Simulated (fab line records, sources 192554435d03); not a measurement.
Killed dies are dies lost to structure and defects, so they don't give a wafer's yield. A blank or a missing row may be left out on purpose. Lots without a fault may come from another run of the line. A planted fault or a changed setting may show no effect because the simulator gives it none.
Chamber matching | flow n5_finfet | N5_DUMMY_GATE_TRIM_49 on rie_si-06: 4 sister chambers
The step chemistry O2, time 29 s, target cd 14 nm. 20 wafers are shown with their chamber, then 10 later ones without.

WAFERS WITH THEIR CHAMBER
wafer  | chamber | drypump_motor_current_A (A) | throttle_valve_pct (%) | oes_product_au (a.u.)
L076.1 | 1       | 5.6                         | 8.25                   | 1.013
L076.2 | 2       | 5.7                         | 7.87                   | 0.979
L076.4 | 2       | 5.7                         | 7.89                   | 0.977
L082.1 | 3       | 5.6                         | 8.15                   | 0.995
L082.3 | 1       | 5.6                         | 8.24                   | 1.021
L082.4 | 2       | 5.7                         | 7.89                   | 0.976
L083.1 | 3       | 5.6                         | 8.15                   | 0.997
L083.4 | 0       | 5.0                         | 8.02                   | 1.016
L083.6 | 1       | 5.6                         | 8.23                   | 1.023
L084.1 | 0       | 5.0                         | 8.03                   | 1.007
L084.2 | 1       | 5.6                         | 8.26                   | 1.029
L084.4 | 3       | 5.5                         | 8.16                   | 1.009
L085.2 | 2       | 5.7                         | 7.89                   | 0.980
L085.3 | 1       | 5.6                         | 8.24                   | 1.031
L085.6 | 2       | 5.7                         | 7.89                   | 0.985
L086.1 | 2       | 5.7                         | 7.88                   | 0.992
L086.4 | 3       | 5.5                         | 8.17                   | 1.013
L086.6 | 2       | 5.7                         | 7.89                   | 0.981
L089.2 | 3       | 5.6                         | 8.18                   | 1.011
L089.4 | 0       | 5.0                         | 8.01                   | 1.012

SIGNATURES (means of the wafers above)
reading                 | chamber 0 | chamber 1 | chamber 2 | chamber 3 | scatter within a chamber
drypump_motor_current_A | 5.000     | 5.600     | 5.700     | 5.560     | 0.0274
throttle_valve_pct      | 8.0200    | 8.2440    | 7.8857    | 8.1620    | 0.0105
oes_product_au          | 1.01167   | 1.02340   | 0.98143   | 1.00500   | 0.00664
Rule: a wafer's distance from a chamber is the root of the sum, over the readings, of the square of ((its reading less the chamber's mean) divided by the reading's scatter). The wafer belongs to the nearest chamber; if the next one is less than 2 further off, it can't be placed. The scatter: the root of (the sum of the squares of (reading less its chamber's mean) over the shown wafers, divided by (wafers less chambers)).

WAFERS WITHOUT THEIR CHAMBER
wafer  | drypump_motor_current_A (A) | throttle_valve_pct (%) | oes_product_au (a.u.)
L089.5 | 5.0                         | 8.04                   | 1.011
L090.1 | 5.0                         | 8.04                   | 1.014
L090.4 | 5.6                         | 8.16                   | 1.000
L090.5 | 5.6                         | 8.27                   | 1.029
L092.1 | 5.6                         | 8.27                   | 1.025
L092.2 | 5.7                         | 7.90                   | 0.998
L092.5 | 5.6                         | 8.26                   | 1.022
L095.1 | 5.7                         | 7.89                   | 0.983
L095.2 | 5.6                         | 8.17                   | 0.998
L095.4 | 5.0                         | 8.03                   | 1.014

WHICH CHAMBER EACH WENT THROUGH
wafer  | from the rows above | in truth
L089.5 | 0                   | 0
L090.1 | 0                   | 0
L090.4 | 3                   | 3
L090.5 | 1                   | 1
L092.1 | 1                   | 1
L092.2 | 2                   | 2
L092.5 | 1                   | 1
L095.1 | 2                   | 2
L095.2 | 3                   | 3
L095.4 | 0                   | 0
Placed correctly: 10 of 10. Can't be placed from these rows: 0. Placed wrongly: 0.
